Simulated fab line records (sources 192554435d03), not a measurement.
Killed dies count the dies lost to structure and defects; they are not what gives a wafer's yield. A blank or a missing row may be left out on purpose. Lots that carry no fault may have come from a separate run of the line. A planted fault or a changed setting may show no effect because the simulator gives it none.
Chamber matching || flow n5-finfet || N5_BEOL_M12_CMP_49 on cmp-02: 4 sister chambers
The step polishes, stops on SiOC, t overpolish 20.6 s, target thk 320 nm. 7 wafers are shown with their chamber, then 7 later ones without.

## WAFERS, EACH WITH ITS CHAMBER
{"wafer": "L075.3", "chamber": 1, "motor-current-A (A)": 6.6, "overpolish-run-s (s)": 20.615}
{"wafer": "L075.4", "chamber": 3, "motor-current-A (A)": 5.5, "overpolish-run-s (s)": 20.588}
{"wafer": "L085.1", "chamber": 2, "motor-current-A (A)": 6.3, "overpolish-run-s (s)": 20.596}
{"wafer": "L085.2", "chamber": 1, "motor-current-A (A)": 6.1, "overpolish-run-s (s)": 20.611}
{"wafer": "L085.3", "chamber": 0, "motor-current-A (A)": 6.0, "overpolish-run-s (s)": 20.589}
{"wafer": "L088.1", "chamber": 0, "motor-current-A (A)": 5.7, "overpolish-run-s (s)": 20.609}
{"wafer": "L088.4", "chamber": 2, "motor-current-A (A)": 6.1, "overpolish-run-s (s)": 20.600}

## WAFERS WHOSE CHAMBER IS MISSING
{"wafer": "L087.3", "motor-current-A (A)": 6.2, "overpolish-run-s (s)": 20.600}
{"wafer": "L087.4", "motor-current-A (A)": 6.3, "overpolish-run-s (s)": 20.613}
{"wafer": "L094.1", "motor-current-A (A)": 6.2, "overpolish-run-s (s)": 20.591}
{"wafer": "L094.2", "motor-current-A (A)": 5.3, "overpolish-run-s (s)": 20.572}
{"wafer": "L094.4", "motor-current-A (A)": 5.8, "overpolish-run-s (s)": 20.606}
{"wafer": "L095.1", "motor-current-A (A)": 6.0, "overpolish-run-s (s)": 20.610}
{"wafer": "L095.3", "motor-current-A (A)": 6.5, "overpolish-run-s (s)": 20.596}

## THE CHAMBER EACH PASSED THROUGH
{"wafer": "L087.3", "from the rows above": "can't be placed: 2 or 0 or 1", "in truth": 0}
{"wafer": "L087.4", "from the rows above": "can't be placed: 1 or 2", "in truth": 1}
{"wafer": "L094.1", "from the rows above": "can't be placed: 2 or 0 or 1 or 3", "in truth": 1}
{"wafer": "L094.2", "from the rows above": "can't be placed: 3 or 0", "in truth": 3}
{"wafer": "L094.4", "from the rows above": "can't be placed: 0 or 2 or 1 or 3", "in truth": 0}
{"wafer": "L095.1", "from the rows above": "can't be placed: 0 or 1 or 2 or 3", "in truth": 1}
{"wafer": "L095.3", "from the rows above": "can't be placed: 2 or 1 or 0", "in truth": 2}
Placed correctly: 0 of 7. Not placeable from these rows: 7 (in 7, the candidates include the true chamber). Number placed wrongly: 0.
How it was worked out, from the rows above alone: a wafer's distance from a chamber is the root of the sum, over the readings, of the square of ((its reading less the chamber's mean) divided by the reading's scatter). If the next closest chamber is less than 2 further off than the closest, the wafer can't be placed; otherwise it belongs to the closest. Each chamber's mean is taken over the wafers shown for it. The scatter: take each reading less its chamber's mean, square it, sum over the shown wafers, divide by the number of wafers less the number of chambers, and take the root.
